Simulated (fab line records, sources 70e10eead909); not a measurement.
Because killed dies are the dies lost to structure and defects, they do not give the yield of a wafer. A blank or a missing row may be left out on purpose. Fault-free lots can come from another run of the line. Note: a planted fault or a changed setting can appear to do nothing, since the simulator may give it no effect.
The tool behind it: which one? + flow nand harc + Sampling: 13 lots, 39 wafers, 5 of 1302 route steps

WHAT THE GAUGES READ, wafer by wafer
NHARC_P_GATE_CD_MEAS_33.
| lot  | measured     | on        | cd nm (nm)        |
|------|--------------|-----------|-------------------|
| L919 | day 5 01:52  | cd sem-03 | 122.2 121.5 121.2 |
| L920 | day 5 10:27  | cd sem-02 | 120.8 119.7 121.5 |
| L921 | day 5 23:11  | cd sem-02 | 118.4 119.0 118.8 |
| L925 | day 7 16:04  | cd sem-02 | 118.9 121.6 121.0 |
| L926 | day 7 21:16  | cd sem-02 | 120.5 121.3 118.5 |
| L927 | day 8 16:07  | cd sem-03 | 118.6 117.9 119.7 |
| L932 | day 10 07:57 | cd sem-01 | 119.1 118.6 117.4 |
| L933 | day 11 04:17 | cd sem-02 | 120.2 120.6 120.3 |
| L935 | day 11 17:02 | cd sem-03 | 120.9 121.3 120.0 |
| L938 | day 12 21:22 | cd sem-02 | 120.3 118.9 120.0 |
| L939 | day 13 08:36 | cd sem-02 | 122.4 121.0 120.4 |
| L941 | day 14 05:02 | cd sem-02 | 118.8 121.6 121.3 |
| L942 | day 14 19:14 | cd sem-01 | 117.6 120.3 122.2 |

NHARC_P_GATE_CD_MEAS_59: the cd target is 720 nm.
| lot  | measured     | on        | cd nm (nm)        |
|------|--------------|-----------|-------------------|
| L919 | day 5 14:31  | cd sem-01 | 720.7 722.3 720.0 |
| L920 | day 5 23:05  | cd sem-01 | 719.1 719.0 717.8 |
| L921 | day 6 11:47  | cd sem-02 | 720.0 720.7 718.0 |
| L925 | day 8 04:55  | cd sem-02 | 719.8 720.3 722.0 |
| L926 | day 8 10:00  | cd sem-01 | 723.0 720.3 720.6 |
| L927 | day 9 04:44  | cd sem-02 | 717.5 720.1 720.3 |
| L932 | day 10 20:33 | cd sem-02 | 721.2 721.4 722.2 |
| L933 | day 11 17:49 | cd sem-03 | 718.8 719.4 717.8 |
| L935 | day 12 07:50 | cd sem-03 | 720.1 722.6 720.9 |
| L938 | day 13 12:11 | cd sem-01 | 719.7 720.0 720.1 |
| L939 | day 14 00:49 | cd sem-03 | 718.1 719.2 718.9 |
| L941 | day 14 19:49 | cd sem-01 | 720.8 720.4 720.7 |
| L942 | day 15 10:38 | cd sem-02 | 721.1 718.1 717.8 |

NHARC_END_SORT_01.
| lot  | measured     | on        | killed at array | killed at other | killed at periphery | killed dies | killed open | killed short |
|------|--------------|-----------|-----------------|-----------------|---------------------|-------------|-------------|--------------|
| L933 | day 32 17:01 | prober-01 | 77 68 68        | 0 2 1           | 2 6 0               | 79 76 69    | 1 10 1      | 5 2 2        |

TOOL THAT RAN EACH LOT (tool first, then ch and the chambers of the sampled wafers, then the start)
| lot  | NHARC_P_GATE_DESCUM_61             | NHARC_P_GATE_STRIP_76                |
|------|------------------------------------|--------------------------------------|
| L919 | rie diel-07 ch 1,2,3, day 5 14:40  | plasma asher-01 ch 0,1, day 5 15:19  |
| L920 | rie diel-01 ch 2,3, day 5 23:16    | plasma asher-01 ch 0, day 5 23:53    |
| L921 | rie diel-01 ch 0,3, day 6 11:58    | plasma asher-01 ch 0,1, day 6 12:35  |
| L925 | rie diel-01 ch 0,2, day 8 05:05    | plasma asher-02 ch 0,1, day 8 05:49  |
| L926 | rie diel-07 ch 1,2,3, day 8 10:10  | plasma asher-02 ch 0,1, day 8 10:48  |
| L927 | rie diel-01 ch 0,2, day 9 04:53    | plasma asher-02 ch 0,1, day 9 05:31  |
| L932 | rie diel-07 ch 0,1,3, day 10 20:43 | plasma asher-02 ch 0,1, day 10 21:20 |
| L933 | rie diel-01 ch 0,1,2, day 11 18:00 | plasma asher-02 ch 0, day 11 18:37   |
| L935 | rie diel-01 ch 0,2,3, day 12 08:01 | plasma asher-01 ch 0,1, day 12 08:38 |
| L938 | rie diel-13 ch 0,1,3, day 13 12:22 | plasma asher-02 ch 0,1, day 13 12:59 |
| L939 | rie diel-07 ch 0,1,2, day 14 00:59 | plasma asher-02 ch 0,1, day 14 01:38 |
| L941 | rie diel-13 ch 0,2,3, day 14 20:01 | plasma asher-02 ch 0,1, day 14 20:40 |
| L942 | rie diel-07 ch 0,1,2, day 15 10:47 | plasma asher-02 ch 0,1, day 15 13:48 |
- NHARC_P_GATE_DESCUM_61: chemistry O2, time 3 s.
- NHARC_P_GATE_STRIP_76: strips in O2.

AS READ BY THE TOOLS THEMSELVES (means over the sampled wafers that have a number; for cases with no such wafer, the mark the record gives instead)
NHARC_P_GATE_DESCUM_61.
| lot  | tool        | drypump motor current A (A) | mfc ar sccm (sccm) | oes product au (a.u.) | rf vpp V (V) | showerhead plenum p Torr (Torr) | throttle valve pct (%) |
|------|-------------|-----------------------------|--------------------|-----------------------|--------------|---------------------------------|------------------------|
| L919 | rie diel-07 | 5.9                         | 0.018              | 1.000                 | 58.2         | 1.95                            | 11.306                 |
| L920 | rie diel-01 | 5.7                         | 0.009              | 0.996                 | 57.7         | 1.92                            | 11.308                 |
| L921 | rie diel-01 | 5.8                         | 0.009              | 0.995                 | 57.8         | 1.95                            | 11.302                 |
| L925 | rie diel-01 | 5.5                         | 0.000              | 1.004                 | 57.9         | 1.93                            | 11.313                 |
| L926 | rie diel-07 | 5.9                         | 0.018              | 1.013                 | 58.1         | 1.95                            | 11.309                 |
| L927 | rie diel-01 | 5.5                         | 0.000              | 0.989                 | 57.3         | 1.93                            | 11.306                 |
| L932 | rie diel-07 | 5.8                         | 0.024              | 1.005                 | 56.7         | 1.87                            | 11.319                 |
| L933 | rie diel-01 | 5.6                         | 0.000              | 1.008                 | 57.6         | 1.92                            | 11.307                 |
| L935 | rie diel-01 | 5.7                         | 0.009              | 1.002                 | 57.6         | 1.94                            | 11.316                 |
| L938 | rie diel-13 | 6.2                         | 0.011              | 0.998                 | 58.0         | 1.93                            | 11.319                 |
| L939 | rie diel-07 | 5.9                         | 0.015              | 1.002                 | 57.3         | 1.91                            | 11.313                 |
| L941 | rie diel-13 | 5.8                         | 0.009              | 1.004                 | 57.7         | 1.89                            | 11.308                 |
| L942 | rie diel-07 | 5.8                         | 0.015              | 1.003                 | 58.3         | 1.91                            | 11.307                 |

NHARC_P_GATE_STRIP_76.
| lot  | tool            | drypump motor current A (A) | heater power w (W) |
|------|-----------------|-----------------------------|--------------------|
| L919 | plasma asher-01 | 5.5                         | 335                |
| L920 | plasma asher-01 | 5.1                         | 317                |
| L921 | plasma asher-01 | 5.5                         | 331                |
| L925 | plasma asher-02 | -                           | -                  |
| L926 | plasma asher-02 | -                           | -                  |
| L927 | plasma asher-02 | -                           | -                  |
| L932 | plasma asher-02 | 5.7                         | 276                |
| L933 | plasma asher-02 | 6.2                         | 268                |
| L935 | plasma asher-01 | 5.8                         | 353                |
| L938 | plasma asher-02 | 5.8                         | 288                |
| L939 | plasma asher-02 | 5.3                         | 304                |
| L941 | plasma asher-02 | 5.8                         | 289                |
| L942 | plasma asher-02 | 5.3                         | 302                |

THE ANSWER, worked out from the rows above alone
Rule: usual is defined by the lots themselves. Put in order of their means at a reading, lots are off if they are a third of the lots or fewer, leave a main group of 4 or more, and stand apart from it by a gap of 3 or more times the standard deviation of the main group's means; of several such gaps the widest counts. The tables above print the reading to a certain number of digits; a main group whose means all agree to those digits is not used. A lot without any number at a reading at which 4 lots or more have one is off too. All remaining lots with rows at the step are treated as sound. After the gauges, taken in route order, come the tools' own readings; for these a lot's mean is taken, as printed above. The first step at which some lot is off is used, and at that step the reading that is off furthest; a lot without a number counts as furthest.
Off at NHARC_P_GATE_STRIP_76 (drypump motor current A): L925, L926, L927. Without a number there: L925, L926, L927. For the main group the mean is 5.6 A and the standard deviation 0.31.
If a tool, at that step or one of the process steps before it, ran each lot that is off and ran no sound lot following the first of them, it fits. Of those tried, none fits.

WHAT THE SIMULATOR HAD PUT IN
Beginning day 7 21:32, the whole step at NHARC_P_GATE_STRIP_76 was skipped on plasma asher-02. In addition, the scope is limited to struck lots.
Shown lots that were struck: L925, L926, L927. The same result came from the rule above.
